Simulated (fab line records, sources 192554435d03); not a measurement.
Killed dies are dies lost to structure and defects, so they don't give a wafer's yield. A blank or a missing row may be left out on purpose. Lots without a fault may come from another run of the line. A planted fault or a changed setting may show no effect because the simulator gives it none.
A struck lot beside a sound one | flow n5_finfet | 16 steps out of a route of 1938
Sound: wafers L935.1, L935.2, L935.3. Struck: wafer L951.1. (L951.5, L951.6 of the same lot were not struck and are left out.) The cause comes at the end.
At each step with rows: each side's tool, then ch and its chambers, then its first start. Under that, the readings that differ: sound wafers | struck wafers | difference of the means | sigmas: that difference in standard deviations of wafers without a fault.
alike: readings whose means differ by less than 2 such deviations, and words and numbers that are the same on both sides. not compared: withheld readings, readings that some wafer has no value for, bounds like >300 that may hide the same value, and numbers for which the record gives no deviation and whose values overlap.
The two part at a step that has a row with sigmas, a row that says differs or no value, or rows on one side only. Numbers that don't overlap but have no deviation are shown without sigmas and don't part them. A reading that every wafer of one side lacks parts them only if that side has two wafers or more.

first, 4 steps without rows for these wafers: N5_BEOL_M3_SOFTBAKE_23 (time 60 s); N5_BEOL_M3_EXPOSE_25 (exposes mask V2, defocus 5 nm); N5_BEOL_M3_PEB_26 (peb time 60 s); N5_BEOL_M3_DEVELOP_27 (develop time 30 s).
N5_BEOL_M3_CD_MEAS_28: target cd 25.7 nm, target cd y 23.3 nm.
  sound on cd_sem-02 ch 0, day 7 07:18; struck on cd_sem-01 ch 0, day 11 16:07
  alike: cd_nm
N5_BEOL_M3_OVL_MEAS_29:
  sound on overlay-02 ch 0, day 7 07:20; struck on overlay-02 ch 0, day 11 16:09
  alike: V2_OVL
N5_BEOL_M3_INSPECT_30: inspects for defects (brightfield).
  sound on defect_inspect-01, day 7 07:23; struck on defect_inspect-02, day 11 16:13
  reading          | sound       | struck | difference | sigmas
  raw_defect_count | 289 317 368 | 563    | +238       | +3
N5_BEOL_M3_DESCUM_33: chemistry O2, time 7 s.
  sound on rie_diel-04 ch 0,1,3, day 7 07:25; struck on rie_diel-04 ch 2, day 11 16:14
  reading                | sound       | struck | difference | sigmas
  rf_hours_counter_h (h) | 115 129 140 | 24     | -104       |
  alike: chamber_pressure_mTorr, drypump_motor_current_A, o2_flow_sccm, oes_product_au, rf_vpp_V, showerhead_plenum_p_Torr, throttle_valve_pct
N5_BEOL_M3_ETCH_77: etches underlayer in N2/H2, target depth 6.5 nm, time 5.2 s.
  sound on rie_diel-04 ch 0,1,3, day 7 07:28; struck on rie_diel-04 ch 2, day 11 16:17
  reading                | sound       | struck | difference | sigmas
  rf_hours_counter_h (h) | 115 129 140 | 24     | -104       |
  alike: chamber_pressure_mTorr, drypump_motor_current_A, etch_rf_on_time_s, oes_product_au, rf_vpp_V, showerhead_plenum_p_Torr, throttle_valve_pct
N5_BEOL_M3_ETCH_69: etches SiARC in CF4, target depth 15.6 nm, time 26 s.
  sound on rie_diel-04 ch 0,1,3, day 7 07:28; struck on rie_diel-04 ch 2, day 11 16:17
  reading                | sound       | struck | difference | sigmas
  rf_hours_counter_h (h) | 115 129 140 | 24     | -104       |
  alike: chamber_pressure_mTorr, drypump_motor_current_A, etch_rf_on_time_s, oes_product_au, rf_vpp_V, showerhead_plenum_p_Torr, throttle_valve_pct
N5_BEOL_M3_ALD_98: deposits SiO2, target thk 2.5 nm, pulse time 1 s, co reactant pulse time 1 s.
  sound on ald_sin-03 ch 0,2,3, day 7 07:34; struck on ald_sin-01 ch 0, day 11 16:23
  reading                    | sound             | struck | difference | sigmas
  precursor_pulse_height_rel | 0.989 0.999 0.972 | 1.044  | +0.057     | +3
  alike: chamber_pressure_Torr, heater_power_w
N5_BEOL_M3_ETCHBACK_99: etches SiO2 in CHF3, target depth 5 nm, time 10.4 s.
  sound on rie_diel-04 ch 0,2,3, day 7 08:10; struck on rie_diel-04 ch 0, day 11 21:46
  alike: chamber_pressure_mTorr, drypump_motor_current_A, oes_product_au, rf_vpp_V, showerhead_plenum_p_Torr, throttle_valve_pct
  not compared: rf_hours_counter_h
N5_BEOL_M3_ETCH_70: etches SOC in N2/H2, target depth 80 nm, overetch 16 nm, time 120 s.
  sound on rie_diel-04 ch 0,2,3, day 7 08:11; struck on rie_diel-04 ch 0, day 11 21:49
  reading                                    | sound             | struck | difference | sigmas
  run_length_s (s)                           | 142.8 143.2 143.8 | 132.3  | -11.0      | -24
  model.SiARC_of_BEOL_M3_COAT_68.thk_nm (nm) | 6.4 6.4 6.4       | 6.8    | +0.4       |
  alike: chamber_pressure_mTorr, drypump_motor_current_A, oes_product_au, rf_vpp_V, showerhead_plenum_p_Torr, throttle_valve_pct
  not compared: rf_hours_counter_h
then, 1 step without rows for these wafers: N5_BEOL_M3_STRIP_71 (strips in N2/H2).
N5_BEOL_M4_RC_MEAS_101:
  sound on prober-02 ch 0, day 8 16:25; struck on prober-01 ch 0, day 13 15:34
  alike: DIBL_N, DIBL_P, IOFF_N, IOFF_P, ION_N, ION_P, SS_N, SS_P, VT_N, VT_P
-- the record jumps here: 5 days lie between the struck wafers' starts before and after (it left off in module BEOL_M4 and takes up again in module PASSIVATION, whose first step shown is number 1936 of the route) --
N5_PASSIVATION_PROBE_49:
  sound on prober-01, day 13 14:56; struck on prober-01, day 18 05:48
  reading                  | sound          | struck | difference | sigmas
  defect_limited_yield (%) | 85.8 86.7 91.2 | 92.5   | +4.6       | +3
  killed_at_contacts       | 37 17 26       | 10     | -17        | -3
  killed_at_other          | 4 10 7         | 1      | -6         | -2
  killed_dies              | 167 157 104    | 88     | -55        | -3
  killed_open              | 126 107 68     | 53     | -47        | -3
  sort_bin_5_function (%)  | 9.2 6.9 5.5    | 4.6    | -2.6       | -3
  sort_bin_6_memory (%)    | 4.6 5.7 3.1    | 2.5    | -2.0       | -3
  sort_n_pass              | 1013 1023 1076 | 1092   | +55        | +3
  sort_yield_pct (%)       | 85.8 86.7 91.2 | 92.5   | +4.6       | +3
  alike: killed_at_M0_to_M3, killed_at_M4_up, killed_at_front_end, killed_short

WHERE THEY PART
First at N5_BEOL_M3_INSPECT_30; last, within this record, at N5_PASSIVATION_PROBE_49.

WHY: what the simulator had put in
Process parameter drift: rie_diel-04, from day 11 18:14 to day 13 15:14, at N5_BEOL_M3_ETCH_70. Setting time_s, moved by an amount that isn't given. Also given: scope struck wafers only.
